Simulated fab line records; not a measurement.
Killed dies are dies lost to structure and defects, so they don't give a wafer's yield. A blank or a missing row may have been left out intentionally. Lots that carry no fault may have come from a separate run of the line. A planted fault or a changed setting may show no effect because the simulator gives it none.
Split-lot trial | flow n5Finfet | 21 wafers read across 7 lots, on a route 1938 steps long

THE SPLIT ITSELF
At N5_BEOL_M10_COAT_60 (time 60 s, resist thk 30 nm), the setting spinRpm was moved away from the recipe's 1500 rpm on 8 of the 21 wafers read, by -8.6% to +9.0%. For the rest of the wafers, this setting stayed at what the recipe calls for.

FROM THE SPLIT TO THE READING: what the file shows between them, 2 steps
- N5_BEOL_M10_DEVELOP_10: develop time 30 s (also split here: developTimeS)
- N5_BEOL_M10_DESCUM_16: chemistry O2, time 7.9 s

THE READING
CAR-ArF_of_BEOL_M10_COAT_05.thkNm (the simulator's own value, which no gauge read), in nm, at N5_BEOL_M10_ETCH_61 (etches SiARC in CF4, target depth 39 nm, time 65 s). The file gives no usual value for it. Here, 13 wafers ran the recipe; their average is 55.8 nm with a standard deviation of 0.26 nm.

wafer  | tool, chamber at the split | spinRpm as run, rpm | against the recipe | CAR-ArF_of_BEOL_M10_COAT_05.thkNm, nm | against lot-mates on the recipe
L074.2 | lithoTrack-04, 0           | 1500                | recipe             | 55.6                                  | -
L074.3 | lithoTrack-04, 0           | 1500                | recipe             | 55.6                                  | -
L074.5 | lithoTrack-04, 0           | 1500                | recipe             | 55.4                                  | -
L081.3 | lithoTrack-01, 0           | 1386                | -7.6%              | 54.8                                  | -1.2
L081.4 | lithoTrack-01, 0           | 1500                | recipe             | 56                                    | -
L081.5 | lithoTrack-01, 0           | 1386                | -7.6%              | 54.6                                  | -1.4
L084.1 | lithoTrack-01, 0           | 1500                | recipe             | 55.8                                  | -
L084.4 | lithoTrack-01, 0           | 1500                | recipe             | 55.8                                  | -
L084.6 | lithoTrack-01, 0           | 1635                | +9.0%              | 57                                    | +1.2
L092.1 | lithoTrack-04, 0           | 1371                | -8.6%              | 54.4                                  | -1.2
L092.3 | lithoTrack-04, 0           | 1371                | -8.6%              | 54.4                                  | -1.2
L092.4 | lithoTrack-04, 0           | 1500                | recipe             | 55.6                                  | -
L088.2 | lithoTrack-01, 0           | 1500                | recipe             | 56.2                                  | -
L088.5 | lithoTrack-01, 0           | 1610                | +7.3%              | 57.2                                  | +1.0
L088.6 | lithoTrack-01, 0           | 1610                | +7.3%              | 57                                    | +0.8
L089.2 | lithoTrack-05, 0           | 1500                | recipe             | 56.2                                  | -
L089.5 | lithoTrack-05, 0           | 1500                | recipe             | 56.2                                  | -
L089.6 | lithoTrack-05, 0           | 1583                | +5.5%              | 56.6                                  | +0.4
L093.1 | lithoTrack-04, 0           | 1500                | recipe             | 55.8                                  | -
L093.5 | lithoTrack-04, 0           | 1500                | recipe             | 56                                    | -
L093.6 | lithoTrack-04, 0           | 1500                | recipe             | 55.6                                  | -

FIT RESULTS
A straight line over all 21 wafers: CAR-ArF_of_BEOL_M10_COAT_05.thkNm changes by +0.156 nm for each +1% of spinRpm; r = +0.96; the points scatter about the line by 0.23 nm.
The same after taking each lot's own level away (the mean of its wafers on the recipe; 21 wafers): +0.138 nm for each +1%; r = +0.98; scatter 0.14 nm.
That fit puts the effect of the largest move of spinRpm on the reading at 1.2 nm.
From 55.53 to 56.20 nm: that is the span of the lots' own levels, equal to 2.6 times the standard deviation above.
So the slope is not independent of the lot-to-lot level: the two fits are not the same.
Check: with one of the wafers moved furthest among these (+9.0%) left out of the fit, the line predicts +1.18 nm for it against its lot-mates. It came out at +1.2 nm against them.

OTHER SPLITS APPLIED TO THESE WAFERS
These wafers also went through other splits before the reading. Each is held against what the fit with the lots' levels taken away leaves over:
other split on the same wafers      | wafers away from the commonest value | r with CAR-ArF_of_BEOL_M10_COAT_05.thkNm (lot level and that fit taken away)
N5_BEOL_M9_EXPOSE_08 doseMj         | 6                                    | -0.07
N5_BEOL_M10_DEVELOP_10 developTimeS | 7                                    | -0.05

THE WHOLE CHAIN: every reading that the file lists as answering this split, in the file's order
step                | what it does                                       | reading                                                                            | change (the file's fit)               | r (the file's)
N5_BEOL_M10_COAT_60 | time 60 s, resist thk 30 nm                        | SiARC_of_BEOL_M10_COAT_60.thkNm (the simulator's own value, which no gauge read)   | -0.149 nm for each +1% of the setting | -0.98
N5_BEOL_M10_ETCH_61 | etches SiARC in CF4, target depth 39 nm, time 65 s | etchRfOnTimeS                                                                      | withheld for each +1% of the setting  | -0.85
N5_BEOL_M10_ETCH_61 | etches SiARC in CF4, target depth 39 nm, time 65 s | etch.depthNm (the simulator's own value, which no gauge read)                      | -0.148 nm for each +1% of the setting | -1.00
N5_BEOL_M10_ETCH_61 | etches SiARC in CF4, target depth 39 nm, time 65 s | CAR-ArF_of_BEOL_M10_COAT_05.thkNm (the simulator's own value, which no gauge read) | +0.134 nm for each +1% of the setting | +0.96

THE FILE'S OWN FIT
CAR-ArF_of_BEOL_M10_COAT_05.thkNm changes by +0.134 nm for each +1% of spinRpm, r = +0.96.
